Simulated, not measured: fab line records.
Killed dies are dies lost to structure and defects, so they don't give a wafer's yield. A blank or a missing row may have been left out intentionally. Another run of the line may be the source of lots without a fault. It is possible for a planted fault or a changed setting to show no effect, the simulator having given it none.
Chamber matching || flow n5_finfet || 4 sister chambers for N5_BEOL_M3_ALD_98 on ald_sin-04
The step deposits SiO2, target thk 2.5 nm, pulse time 1 s, co reactant pulse time 1 s. 20 wafers are shown with their chamber, then 10 later ones without.

## WAFERS, EACH WITH ITS CHAMBER
{"wafer": "L075.3", "chamber": 1, "heater_power_w (W)": 75, "precursor_pulse_height_rel": 1.032}
{"wafer": "L075.4", "chamber": 3, "heater_power_w (W)": 75, "precursor_pulse_height_rel": 1.001}
{"wafer": "L075.6", "chamber": 2, "heater_power_w (W)": 82, "precursor_pulse_height_rel": 1.015}
{"wafer": "L077.1", "chamber": 2, "heater_power_w (W)": 84, "precursor_pulse_height_rel": 1.004}
{"wafer": "L077.2", "chamber": 1, "heater_power_w (W)": 76, "precursor_pulse_height_rel": 1.029}
{"wafer": "L077.5", "chamber": 2, "heater_power_w (W)": 82, "precursor_pulse_height_rel": 0.989}
{"wafer": "L079.1", "chamber": 3, "heater_power_w (W)": 75, "precursor_pulse_height_rel": 0.987}
{"wafer": "L079.2", "chamber": 1, "heater_power_w (W)": 76, "precursor_pulse_height_rel": 1.007}
{"wafer": "L079.6", "chamber": 0, "heater_power_w (W)": 81, "precursor_pulse_height_rel": 1.018}
{"wafer": "L080.1", "chamber": 0, "heater_power_w (W)": 83, "precursor_pulse_height_rel": 1.027}
{"wafer": "L080.2", "chamber": 1, "heater_power_w (W)": 76, "precursor_pulse_height_rel": 0.980}
{"wafer": "L080.4", "chamber": 3, "heater_power_w (W)": 75, "precursor_pulse_height_rel": 0.994}
{"wafer": "L081.2", "chamber": 1, "heater_power_w (W)": 77, "precursor_pulse_height_rel": 0.991}
{"wafer": "L081.3", "chamber": 0, "heater_power_w (W)": 81, "precursor_pulse_height_rel": 1.009}
{"wafer": "L081.6", "chamber": 3, "heater_power_w (W)": 74, "precursor_pulse_height_rel": 0.993}
{"wafer": "L084.2", "chamber": 2, "heater_power_w (W)": 83, "precursor_pulse_height_rel": 0.960}
{"wafer": "L084.4", "chamber": 0, "heater_power_w (W)": 79, "precursor_pulse_height_rel": 0.995}
{"wafer": "L084.5", "chamber": 0, "heater_power_w (W)": 79, "precursor_pulse_height_rel": 1.020}
{"wafer": "L085.1", "chamber": 0, "heater_power_w (W)": 79, "precursor_pulse_height_rel": 0.965}
{"wafer": "L085.3", "chamber": 3, "heater_power_w (W)": 77, "precursor_pulse_height_rel": 0.985}

SIGNATURES (means of the wafers above)
{"reading": "heater_power_w", "chamber 0": 80.33, "chamber 1": 76.00, "chamber 2": 82.75, "chamber 3": 75.20, "scatter within a chamber": 1.2}
{"reading": "precursor_pulse_height_rel", "chamber 0": 1.00567, "chamber 1": 1.00780, "chamber 2": 0.99200, "chamber 3": 0.99200, "scatter within a chamber": 0.0202}
Rule: for a wafer and a chamber, the distance is found by dividing, reading by reading, the gap between the wafer's reading and the chamber's mean by the reading's scatter, squaring, summing and taking the root. If the next closest chamber is less than 2 further off than the closest, the wafer can't be placed; otherwise it belongs to the closest. The scatter is the square root of a quotient: the sum, over the shown wafers, of each reading's squared deviation from its chamber's mean, divided by wafers minus chambers.

## WAFERS MISSING THEIR CHAMBER
{"wafer": "L085.5", "heater_power_w (W)": 82, "precursor_pulse_height_rel": 1.031}
{"wafer": "L089.3", "heater_power_w (W)": 82, "precursor_pulse_height_rel": 1.011}
{"wafer": "L089.4", "heater_power_w (W)": 81, "precursor_pulse_height_rel": 0.986}
{"wafer": "L089.6", "heater_power_w (W)": 82, "precursor_pulse_height_rel": 1.026}
{"wafer": "L091.2", "heater_power_w (W)": 76, "precursor_pulse_height_rel": 0.966}
{"wafer": "L091.3", "heater_power_w (W)": 75, "precursor_pulse_height_rel": 0.997}
{"wafer": "L091.5", "heater_power_w (W)": 80, "precursor_pulse_height_rel": 0.996}
{"wafer": "L097.2", "heater_power_w (W)": 75, "precursor_pulse_height_rel": 1.022}
{"wafer": "L097.3", "heater_power_w (W)": 79, "precursor_pulse_height_rel": 1.024}
{"wafer": "L097.4", "heater_power_w (W)": 84, "precursor_pulse_height_rel": 0.973}

## CHAMBER TAKEN BY EACH
{"wafer": "L085.5", "from the rows above": "can't be placed: 0 or 2", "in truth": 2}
{"wafer": "L089.3", "from the rows above": "can't be placed: 2 or 0", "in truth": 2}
{"wafer": "L089.4", "from the rows above": "can't be placed: 0 or 2", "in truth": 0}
{"wafer": "L089.6", "from the rows above": "can't be placed: 0 or 2", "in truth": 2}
{"wafer": "L091.2", "from the rows above": "can't be placed: 3 or 1", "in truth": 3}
{"wafer": "L091.3", "from the rows above": "can't be placed: 3 or 1", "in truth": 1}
{"wafer": "L091.5", "from the rows above": "can't be placed: 0 or 2", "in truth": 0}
{"wafer": "L097.2", "from the rows above": "can't be placed: 1 or 3", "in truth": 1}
{"wafer": "L097.3", "from the rows above": "can't be placed: 0 or 1", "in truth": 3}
{"wafer": "L097.4", "from the rows above": 2, "in truth": 2}
Placed correctly: 1 of 10. Not placeable from these rows: 9 (in 8, the candidates include the true chamber). 0 placed wrongly.
